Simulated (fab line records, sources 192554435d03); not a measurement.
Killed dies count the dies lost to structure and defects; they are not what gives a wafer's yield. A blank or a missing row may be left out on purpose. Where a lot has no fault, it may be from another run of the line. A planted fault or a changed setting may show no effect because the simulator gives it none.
Matching of chambers    flow n5-finfet    4 sister chambers for N5_BEOL_M2_VIA_ETCH_34 on rie-diel-01
The step etches the open film in C4F6/O2, target depth 69.4 nm, time 65.9 s. 8 wafers are shown with their chamber, then 10 later ones without.

== EACH WAFER AND ITS CHAMBER ==
wafer   chamber  throttle-valve-pct (%)  rf-vpp-V (V)
L081.6  3        30.95                   672
L085.5  2        30.86                   654
L085.6  1        30.65                   680
L086.1  1        30.66                   678
L086.3  0        31.06                   671
L086.5  2        30.88                   656
L088.2  0        31.06                   672
L088.3  3        30.96                   673

== WAFERS WITHOUT THEIR CHAMBER ==
wafer   throttle-valve-pct (%)  rf-vpp-V (V)
L088.4  30.66                   680
L095.2  31.07                   671
L095.5  30.97                   671
L095.6  30.88                   655
L094.3  31.07                   672
L094.5  30.87                   655
L094.6  30.97                   671
L097.3  31.08                   671
L097.4  30.97                   672
L097.5  30.67                   680

== CHAMBER TAKEN BY EACH ==
wafer   from the rows above  in truth
L088.4  1                    1
L095.2  0                    0
L095.5  3                    3
L095.6  2                    2
L094.3  0                    0
L094.5  2                    2
L094.6  3                    3
L097.3  0                    0
L097.4  3                    3
L097.5  1                    1
Placed correctly: 10 of 10. From these rows, 0 cannot be placed. 0 placed wrongly.
How it was worked out, from the rows above alone: a wafer's distance from a chamber is the root of the sum, over the readings, of the square of ((its reading less the chamber's mean) divided by the reading's scatter). If the next closest chamber is less than 2 further off than the closest, the wafer can't be placed; otherwise it belongs to the closest. For every chamber, the mean is computed from those of its wafers that are shown. How the scatter is found: for the shown wafers, subtract from each reading the mean of its chamber, square and add these, divide the total by (wafers less chambers), then take the root.
